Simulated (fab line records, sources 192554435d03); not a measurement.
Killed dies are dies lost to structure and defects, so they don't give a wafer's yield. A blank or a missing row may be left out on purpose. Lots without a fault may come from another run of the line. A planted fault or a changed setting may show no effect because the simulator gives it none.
Chamber matching | flow n5_finfet | N5_MOL_CONTACT_COAG_ETCH_59 on rie_diel-05: 4 sister chambers
The step etches underlayer in N2/H2, target depth 13 nm, time 10.4 s. 8 wafers are shown with their chamber, then 10 later ones without.

WAFERS WITH THEIR CHAMBER
wafer  | chamber | drypump_motor_current_A (A) | throttle_valve_pct (%)
L084.2 | 3       | 5.9                         | 18.01
L084.6 | 0       | 5.1                         | 17.85
L086.6 | 3       | 5.9                         | 18.02
L089.1 | 2       | 5.8                         | 17.19
L089.4 | 0       | 5.0                         | 17.85
L089.6 | 1       | 5.7                         | 17.63
L090.2 | 1       | 5.7                         | 17.63
L090.3 | 2       | 5.8                         | 17.19

WAFERS WITHOUT THEIR CHAMBER
wafer  | drypump_motor_current_A (A) | throttle_valve_pct (%)
L090.6 | 5.1                         | 17.87
L091.1 | 5.9                         | 18.04
L091.2 | 5.7                         | 17.62
L091.3 | 5.1                         | 17.86
L096.1 | 5.6                         | 17.67
L096.3 | 5.8                         | 17.22
L096.6 | 5.7                         | 17.67
L097.3 | 5.6                         | 17.65
L097.4 | 5.1                         | 17.89
L097.6 | 5.6                         | 17.67

WHICH CHAMBER EACH WENT THROUGH
wafer  | from the rows above | in truth
L090.6 | 0                   | 0
L091.1 | 3                   | 3
L091.2 | 1                   | 1
L091.3 | 0                   | 0
L096.1 | 1                   | 1
L096.3 | 2                   | 2
L096.6 | 1                   | 1
L097.3 | 1                   | 1
L097.4 | 0                   | 0
L097.6 | 1                   | 1
Placed correctly: 10 of 10. Can't be placed from these rows: 0. Placed wrongly: 0.
How it was worked out, from the rows above alone: a wafer's distance from a chamber is the root of the sum, over the readings, of the square of ((its reading less the chamber's mean) divided by the reading's scatter). The wafer belongs to the nearest chamber; if the next one is less than 2 further off, it can't be placed. A chamber's mean is the mean of its shown wafers. The scatter: the root of (the sum of the squares of (reading less its chamber's mean) over the shown wafers, divided by (wafers less chambers)).
